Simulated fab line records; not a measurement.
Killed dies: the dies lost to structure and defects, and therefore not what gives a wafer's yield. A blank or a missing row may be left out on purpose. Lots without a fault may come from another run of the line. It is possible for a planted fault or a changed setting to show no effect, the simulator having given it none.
2 desks looking at one fault ; flow nand harc ; each desk has only its own numbers; what lay behind them comes last

METROLOGY DESK
Means of the sampled wafers that have a number, per lot and without regard to the tool the lot ran on: this is what the gauges read. Marked OUT: a lot whose mean sits more than 4 standard deviations from the usual mean, which makes it out of limits; the brackets give that distance.
Columns: A = thk nm at NHARC_A_ONON_D2_THK_MEAS_02, usual 1004 nm; B = thk nm at NHARC_A_ONON_D2_THK_MEAS_05, usual 999 nm
lot;first seen here;A;B
L897;day 12 10:49;991;1000
L900;day 13 19:32;1811 (+99 or more) OUT;-
L901;day 14 01:14;1011;988
L903;day 14 19:59;1815 (+99 or more) OUT;-
L910;day 17 15:53;1006;1007
L911;day 18 13:35;1008;986
L912;day 18 19:02;1009;1007
L916;day 19 15:14;999;1014
L914;day 19 15:14;1002;985
L915;day 19 15:24;1010;987
L917;day 20 12:21;1005;988
L919;day 21 08:35;1002;985
L918;day 21 08:35;1000;996
L920;day 21 22:35;1000;1022
This desk finds L900, L903 out of limits, L900 being first, at day 13 19:32 (thk nm at NHARC_A_ONON_D2_THK_MEAS_02). L897, L901, L910, L911, L912, L916, L914, L915, L917, L919, L918, L920 stayed within limits.

TOOL OWNER'S DESK, pecvd onon-04
The tool's own readings at NHARC_A_ONON_D2_DEP_00 (target thk 1000 nm): means of the sampled wafers that have a number, for each lot that ran on this tool. Marked OUT: a lot whose mean sits more than 4 standard deviations from the usual mean, which makes it out of limits; the brackets give that distance.
Columns: A = nh3 flow sccm at NHARC_A_ONON_D2_DEP_00, usual 500.0 sccm
lot;first seen here;A
L897;day 12 10:19;497.5
L900;day 13 19:08;501.5
L903;day 14 19:32;501.0
L910;day 17 15:29;500.0
L911;day 18 13:04;501.1
L912;day 18 18:32;499.2
L914;day 19 14:50;500.4
L917;day 20 11:50;502.9
L919;day 21 08:08;500.2
Finding of this desk: none of the 9 lots has anything out of limits.

PUT TOGETHER
Metrology desk: alarm possible at day 13 19:32 on L900, L903.
The tool owner's desk saw nothing out of limits.
Tool owner's desk: L900, L903 on record, inside its limits.
Of the lots named, all ran NHARC_A_ONON_D2_DEP_00 on pecvd onon-04.

WHAT THE SIMULATOR HAD PUT IN
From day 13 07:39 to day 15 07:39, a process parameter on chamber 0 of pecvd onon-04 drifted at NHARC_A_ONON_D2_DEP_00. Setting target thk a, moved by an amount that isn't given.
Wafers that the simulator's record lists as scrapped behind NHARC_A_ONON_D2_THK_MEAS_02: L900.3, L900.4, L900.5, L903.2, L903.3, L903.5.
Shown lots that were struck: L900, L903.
Delay in hours, fault start to first out-of-limits reading, per desk: metrology desk 12.
